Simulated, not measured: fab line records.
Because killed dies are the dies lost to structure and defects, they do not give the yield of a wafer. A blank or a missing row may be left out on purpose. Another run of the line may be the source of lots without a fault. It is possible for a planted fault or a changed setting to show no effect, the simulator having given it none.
Which tool is to blame? / flow n5 finfet / Sampling: 24 lots, 72 wafers, 4 of 1938 route steps

== WHAT THE GAUGES READ, wafer by wafer ==
N5_FIN_SAQP_OCD_MEAS_76.
lot=L074; measured=day 2 03:35; on=ocd-02; trench depth nm (nm)=120.8 122.4 124.8
lot=L075; measured=day 2 09:35; on=ocd-02; trench depth nm (nm)=122.9 119.3 123.7
lot=L076; measured=day 2 16:01; on=ocd-02; trench depth nm (nm)=120.2 123.2 122.7
lot=L077; measured=day 2 19:59; on=ocd-01; trench depth nm (nm)=125.1 120.9 126.0
lot=L078; measured=day 3 02:25; on=ocd-01; trench depth nm (nm)=118.7 121.0 120.2
lot=L079; measured=day 3 08:16; on=ocd-01; trench depth nm (nm)=123.3 121.7 123.9
lot=L080; measured=day 3 14:11; on=ocd-01; trench depth nm (nm)=122.8 119.2 120.9
lot=L081; measured=day 3 20:22; on=ocd-01; trench depth nm (nm)=122.8 119.9 120.6
lot=L082; measured=day 4 03:38; on=ocd-01; trench depth nm (nm)=119.6 121.4 120.7
lot=L083; measured=day 4 10:47; on=ocd-01; trench depth nm (nm)=121.8 121.0 117.9
lot=L084; measured=day 4 14:39; on=ocd-01; trench depth nm (nm)=123.9 118.8 125.7
lot=L085; measured=day 4 21:24; on=ocd-02; trench depth nm (nm)=121.0 118.8 121.1
lot=L086; measured=day 5 04:56; on=ocd-02; trench depth nm (nm)=121.6 122.9 121.6
lot=L087; measured=day 5 09:42; on=ocd-01; trench depth nm (nm)=121.1 117.9 121.2
lot=L088; measured=day 5 13:56; on=ocd-01; trench depth nm (nm)=121.4 123.2 122.0
lot=L089; measured=day 5 20:32; on=ocd-02; trench depth nm (nm)=124.2 125.5 120.2
lot=L090; measured=day 6 02:53; on=ocd-01; trench depth nm (nm)=120.2 122.4 124.9
lot=L091; measured=day 6 09:13; on=ocd-02; trench depth nm (nm)=124.2 125.0 123.5
lot=L092; measured=day 6 15:46; on=ocd-01; trench depth nm (nm)=120.6 122.2 120.6
lot=L093; measured=day 6 22:01; on=ocd-01; trench depth nm (nm)=124.1 120.4 122.3
lot=L094; measured=day 7 05:10; on=ocd-02; trench depth nm (nm)=118.7 121.9 119.2
lot=L095; measured=day 7 09:17; on=ocd-02; trench depth nm (nm)=119.4 118.4 119.4
lot=L096; measured=day 7 14:07; on=ocd-01; trench depth nm (nm)=120.6 120.6 120.9
lot=L097; measured=day 7 20:17; on=ocd-01; trench depth nm (nm)=120.4 119.0 121.0

N5_SDB_CD_MEAS_11: target cd 50 nm.
lot=L074; measured=day 3 17:28; on=cd sem-03; cd nm (nm)=51.6 49.7 50.8
lot=L075; measured=day 4 01:14; on=cd sem-03; cd nm (nm)=49.0 50.8 48.7
lot=L076; measured=day 4 07:10; on=cd sem-03; cd nm (nm)=49.0 50.3 49.3
lot=L077; measured=day 4 14:16; on=cd sem-01; cd nm (nm)=49.0 51.2 51.4
lot=L078; measured=day 4 19:44; on=cd sem-01; cd nm (nm)=49.2 51.4 49.6
lot=L079; measured=day 5 01:25; on=cd sem-03; cd nm (nm)=51.9 50.7 52.9
lot=L080; measured=day 5 04:52; on=cd sem-03; cd nm (nm)=50.4 50.8 49.4
lot=L081; measured=day 5 12:34; on=cd sem-03; cd nm (nm)=49.5 47.9 49.0
lot=L082; measured=day 5 18:28; on=cd sem-02; cd nm (nm)=50.8 51.0 50.9
lot=L083; measured=day 6 00:44; on=cd sem-01; cd nm (nm)=49.9 50.8 50.6
lot=L084; measured=day 6 09:03; on=cd sem-01; cd nm (nm)=49.1 50.1 48.2
lot=L085; measured=day 6 12:33; on=cd sem-03; cd nm (nm)=49.7 50.2 50.9
lot=L086; measured=day 6 22:41; on=cd sem-01; cd nm (nm)=48.5 49.0 49.6
lot=L087; measured=day 7 00:38; on=cd sem-03; cd nm (nm)=47.8 50.0 48.7
lot=L088; measured=day 7 05:26; on=cd sem-01; cd nm (nm)=51.7 49.9 53.2
lot=L089; measured=day 7 11:22; on=cd sem-03; cd nm (nm)=49.0 51.3 50.7
lot=L090; measured=day 7 20:10; on=cd sem-03; cd nm (nm)=49.5 49.3 49.7
lot=L091; measured=day 8 02:26; on=cd sem-03; cd nm (nm)=49.3 50.9 52.3
lot=L092; measured=day 8 08:28; on=cd sem-02; cd nm (nm)=51.5 49.8 50.1
lot=L093; measured=day 8 11:47; on=cd sem-01; cd nm (nm)=50.5 51.8 49.1
lot=L094; measured=day 8 22:04; on=cd sem-03; cd nm (nm)=51.9 50.4 52.4
lot=L095; measured=day 9 01:30; on=cd sem-02; cd nm (nm)=50.5 49.6 50.0
lot=L096; measured=day 9 05:22; on=cd sem-02; cd nm (nm)=51.0 51.3 49.3
lot=L097; measured=day 9 13:18; on=cd sem-03; cd nm (nm)=50.2 50.6 49.2

== TOOL THAT RAN EACH LOT (tool first, then ch and the chambers of the sampled wafers, then the start) ==
lot=L074; N5_ILD0_ALD_15=ald sin-04 ch 0,2, day 3 14:27; N5_SDB_HM_DEP_00=pecvd-02 ch 0,1,2, day 3 17:01
lot=L075; N5_ILD0_ALD_15=ald sin-03 ch 0,1,2, day 3 22:14; N5_SDB_HM_DEP_00=pecvd-04 ch 1,2, day 4 00:47
lot=L076; N5_ILD0_ALD_15=ald sin-01 ch 0,1,3, day 4 04:10; N5_SDB_HM_DEP_00=pecvd-01 ch 0,1,2, day 4 06:43
lot=L077; N5_ILD0_ALD_15=ald sin-04 ch 0,1,3, day 4 11:15; N5_SDB_HM_DEP_00=pecvd-01 ch 0,1,2, day 4 13:49
lot=L078; N5_ILD0_ALD_15=ald sin-04 ch 1,3, day 4 15:31; N5_SDB_HM_DEP_00=pecvd-04 ch 1,2, day 4 18:04
lot=L079; N5_ILD0_ALD_15=ald sin-04 ch 1,2, day 4 22:32; N5_SDB_HM_DEP_00=pecvd-01 ch 0,1,2, day 5 01:06
lot=L080; N5_ILD0_ALD_15=ald sin-04 ch 1,3, day 5 01:52; N5_SDB_HM_DEP_00=pecvd-02 ch 0,2, day 5 04:25
lot=L081; N5_ILD0_ALD_15=ald sin-03 ch 0,1,2, day 5 09:41; N5_SDB_HM_DEP_00=pecvd-02 ch 1,2, day 5 12:14
lot=L082; N5_ILD0_ALD_15=ald sin-04 ch 1,2,3, day 5 15:35; N5_SDB_HM_DEP_00=pecvd-01 ch 0,1,2, day 5 18:08
lot=L083; N5_ILD0_ALD_15=ald sin-01 ch 1,2, day 5 21:52; N5_SDB_HM_DEP_00=pecvd-04 ch 0,1,2, day 6 00:25
lot=L084; N5_ILD0_ALD_15=ald sin-04 ch 0,2,3, day 6 06:03; N5_SDB_HM_DEP_00=pecvd-04 ch 1,2, day 6 08:36
lot=L085; N5_ILD0_ALD_15=ald sin-01 ch 0,2,3, day 6 10:38; N5_SDB_HM_DEP_00=pecvd-02 ch 0,1,2, day 6 12:08
lot=L086; N5_ILD0_ALD_15=ald sin-04 ch 1,2,3, day 6 19:40; N5_SDB_HM_DEP_00=pecvd-02 ch 0,1, day 6 22:14
lot=L087; N5_ILD0_ALD_15=ald sin-01 ch 1,2,3, day 6 21:38; N5_SDB_HM_DEP_00=pecvd-02 ch 0,1,2, day 7 00:11
lot=L088; N5_ILD0_ALD_15=ald sin-04 ch 0,1,2, day 7 02:26; N5_SDB_HM_DEP_00=pecvd-04 ch 0,1,2, day 7 04:59
lot=L089; N5_ILD0_ALD_15=ald sin-03 ch 0,1,2, day 7 08:29; N5_SDB_HM_DEP_00=pecvd-02 ch 0,1,2, day 7 11:02
lot=L090; N5_ILD0_ALD_15=ald sin-01 ch 1,3, day 7 17:09; N5_SDB_HM_DEP_00=pecvd-02 ch 1,2, day 7 19:42
lot=L091; N5_ILD0_ALD_15=ald sin-01 ch 1,2, day 7 23:26; N5_SDB_HM_DEP_00=pecvd-04 ch 1,2, day 8 01:59
lot=L092; N5_ILD0_ALD_15=ald sin-01 ch 0,2, day 8 05:27; N5_SDB_HM_DEP_00=pecvd-01 ch 1,2, day 8 08:01
lot=L093; N5_ILD0_ALD_15=ald sin-03 ch 1,2,3, day 8 08:47; N5_SDB_HM_DEP_00=pecvd-01 ch 0,2, day 8 11:20
lot=L094; N5_ILD0_ALD_15=ald sin-04 ch 0,3, day 8 19:11; N5_SDB_HM_DEP_00=pecvd-01 ch 1,2, day 8 21:44
lot=L095; N5_ILD0_ALD_15=ald sin-04 ch 0,1,3, day 8 22:29; N5_SDB_HM_DEP_00=pecvd-04 ch 0,2, day 9 01:03
lot=L096; N5_ILD0_ALD_15=ald sin-04 ch 0,3, day 9 02:22; N5_SDB_HM_DEP_00=pecvd-01 ch 0,1,2, day 9 04:55
lot=L097; N5_ILD0_ALD_15=ald sin-04 ch 0,2, day 9 10:25; N5_SDB_HM_DEP_00=pecvd-02 ch 1,2, day 9 12:58
- N5_ILD0_ALD_15: deposits SiNx, target thk 24 nm, pulse time 1 s, ald cycles 480.
- N5_SDB_HM_DEP_00: deposits SiNx from SiH4/NH3/N2, target thk 40 nm, time 35.3 s.

== WHAT THE TOOLS THEMSELVES READ (means of the sampled wafers that have a number; where no wafer has one, the mark that the record gives instead) ==
N5_ILD0_ALD_15.
lot=L074; tool=ald sin-04; heater power w (W)=808; precursor pulse height rel=0.997
lot=L075; tool=ald sin-03; heater power w (W)=851; precursor pulse height rel=0.980
lot=L076; tool=ald sin-01; heater power w (W)=850; precursor pulse height rel=1.019
lot=L077; tool=ald sin-04; heater power w (W)=950; precursor pulse height rel=1.003
lot=L078; tool=ald sin-04; heater power w (W)=1009; precursor pulse height rel=0.981
lot=L079; tool=ald sin-04; heater power w (W)=957; precursor pulse height rel=0.980
lot=L080; tool=ald sin-04; heater power w (W)=952; precursor pulse height rel=1.007
lot=L081; tool=ald sin-03; heater power w (W)=864; precursor pulse height rel=1.006
lot=L082; tool=ald sin-04; heater power w (W)=882; precursor pulse height rel=1.017
lot=L083; tool=ald sin-01; heater power w (W)=763; precursor pulse height rel=0.986
lot=L084; tool=ald sin-04; heater power w (W)=818; precursor pulse height rel=0.995
lot=L085; tool=ald sin-01; heater power w (W)=805; precursor pulse height rel=1.006
lot=L086; tool=ald sin-04; heater power w (W)=903; precursor pulse height rel=0.995
lot=L087; tool=ald sin-01; heater power w (W)=815; precursor pulse height rel=1.005
lot=L088; tool=ald sin-04; heater power w (W)=892; precursor pulse height rel=1.003
lot=L089; tool=ald sin-03; heater power w (W)=890; precursor pulse height rel=1.010
lot=L090; tool=ald sin-01; heater power w (W)=862; precursor pulse height rel=0.996
lot=L091; tool=ald sin-01; heater power w (W)=762; precursor pulse height rel=1.000
lot=L092; tool=ald sin-01; heater power w (W)=789; precursor pulse height rel=1.018
lot=L093; tool=ald sin-03; heater power w (W)=822; precursor pulse height rel=1.006
lot=L094; tool=ald sin-04; heater power w (W)=895; precursor pulse height rel=1.001
lot=L095; tool=ald sin-04; heater power w (W)=948; precursor pulse height rel=1.025
lot=L096; tool=ald sin-04; heater power w (W)=890; precursor pulse height rel=0.995
lot=L097; tool=ald sin-04; heater power w (W)=816; precursor pulse height rel=1.013

N5_SDB_HM_DEP_00.
lot=L074; tool=pecvd-02; heater power w (W)=736; rf fwd power W (W)=297.8; showerhead plenum p Torr (Torr)=5.12; throttle valve pct (%)=39.5
lot=L075; tool=pecvd-04; heater power w (W)=812; rf fwd power W (W)=297.3; showerhead plenum p Torr (Torr)=5.15; throttle valve pct (%)=39.6
lot=L076; tool=pecvd-01; heater power w (W)=770; rf fwd power W (W)=297.2; showerhead plenum p Torr (Torr)=5.03; throttle valve pct (%)=41.6
lot=L077; tool=pecvd-01; heater power w (W)=778; rf fwd power W (W)=296.8; showerhead plenum p Torr (Torr)=5.03; throttle valve pct (%)=41.4
lot=L078; tool=pecvd-04; heater power w (W)=888; rf fwd power W (W)=297.4; showerhead plenum p Torr (Torr)=5.11; throttle valve pct (%)=38.6
lot=L079; tool=pecvd-01; heater power w (W)=777; rf fwd power W (W)=297.7; showerhead plenum p Torr (Torr)=5.03; throttle valve pct (%)=41.4
lot=L080; tool=pecvd-02; heater power w (W)=723; rf fwd power W (W)=298.1; showerhead plenum p Torr (Torr)=5.15; throttle valve pct (%)=40.7
lot=L081; tool=pecvd-02; heater power w (W)=710; rf fwd power W (W)=297.3; showerhead plenum p Torr (Torr)=5.10; throttle valve pct (%)=38.1
lot=L082; tool=pecvd-01; heater power w (W)=740; rf fwd power W (W)=297.4; showerhead plenum p Torr (Torr)=5.04; throttle valve pct (%)=41.5
lot=L083; tool=pecvd-04; heater power w (W)=843; rf fwd power W (W)=297.3; showerhead plenum p Torr (Torr)=5.15; throttle valve pct (%)=39.6
lot=L084; tool=pecvd-04; heater power w (W)=823; rf fwd power W (W)=297.7; showerhead plenum p Torr (Torr)=5.16; throttle valve pct (%)=39.8
lot=L085; tool=pecvd-02; heater power w (W)=720; rf fwd power W (W)=298.3; showerhead plenum p Torr (Torr)=5.12; throttle valve pct (%)=39.8
lot=L086; tool=pecvd-02; heater power w (W)=814; rf fwd power W (W)=298.8; showerhead plenum p Torr (Torr)=5.15; throttle valve pct (%)=41.3
lot=L087; tool=pecvd-02; heater power w (W)=734; rf fwd power W (W)=297.9; showerhead plenum p Torr (Torr)=5.13; throttle valve pct (%)=39.8
lot=L088; tool=pecvd-04; heater power w (W)=823; rf fwd power W (W)=296.1; showerhead plenum p Torr (Torr)=5.15; throttle valve pct (%)=39.6
lot=L089; tool=pecvd-02; heater power w (W)=736; rf fwd power W (W)=298.3; showerhead plenum p Torr (Torr)=5.13; throttle valve pct (%)=39.8
lot=L090; tool=pecvd-02; heater power w (W)=691; rf fwd power W (W)=298.2; showerhead plenum p Torr (Torr)=5.12; throttle valve pct (%)=38.3
lot=L091; tool=pecvd-04; heater power w (W)=795; rf fwd power W (W)=296.8; showerhead plenum p Torr (Torr)=5.11; throttle valve pct (%)=38.9
lot=L092; tool=pecvd-01; heater power w (W)=766; rf fwd power W (W)=296.0; showerhead plenum p Torr (Torr)=5.03; throttle valve pct (%)=42.6
lot=L093; tool=pecvd-01; heater power w (W)=740; rf fwd power W (W)=297.6; showerhead plenum p Torr (Torr)=5.07; throttle valve pct (%)=40.5
lot=L094; tool=pecvd-01; heater power w (W)=675; rf fwd power W (W)=297.9; showerhead plenum p Torr (Torr)=4.98; throttle valve pct (%)=43.4
lot=L095; tool=pecvd-04; heater power w (W)=839; rf fwd power W (W)=297.5; showerhead plenum p Torr (Torr)=5.15; throttle valve pct (%)=39.3
lot=L096; tool=pecvd-01; heater power w (W)=766; rf fwd power W (W)=298.0; showerhead plenum p Torr (Torr)=5.03; throttle valve pct (%)=41.6
lot=L097; tool=pecvd-02; heater power w (W)=736; rf fwd power W (W)=298.1; showerhead plenum p Torr (Torr)=5.11; throttle valve pct (%)=38.7

== THE ANSWER, worked out from the rows above alone ==
Rule: usual is defined by the lots themselves. The widest of any qualifying gaps counts: lots, ordered by their means at a reading, are off when they make up no more than a third of the lots, leave a main group of 4 or more, and stand apart from it by 3 or more times the standard deviation of that group's means. A main group is skipped when, at the precision printed for the reading in the tables above, its means are all equal. A lot without any number at a reading at which 4 lots or more have one is off too. Any other lot the step has rows for is counted as sound. The gauges are gone through in route order, then the tools' own readings, and for those a lot's mean is taken as printed above. At the first step where some lot is off, the reading lying furthest off is the one used; lots without a number count as furthest.
Nothing can be told from this: no lot is off at any reading shown.

== WHAT WAS PUT IN BY THE SIMULATOR ==
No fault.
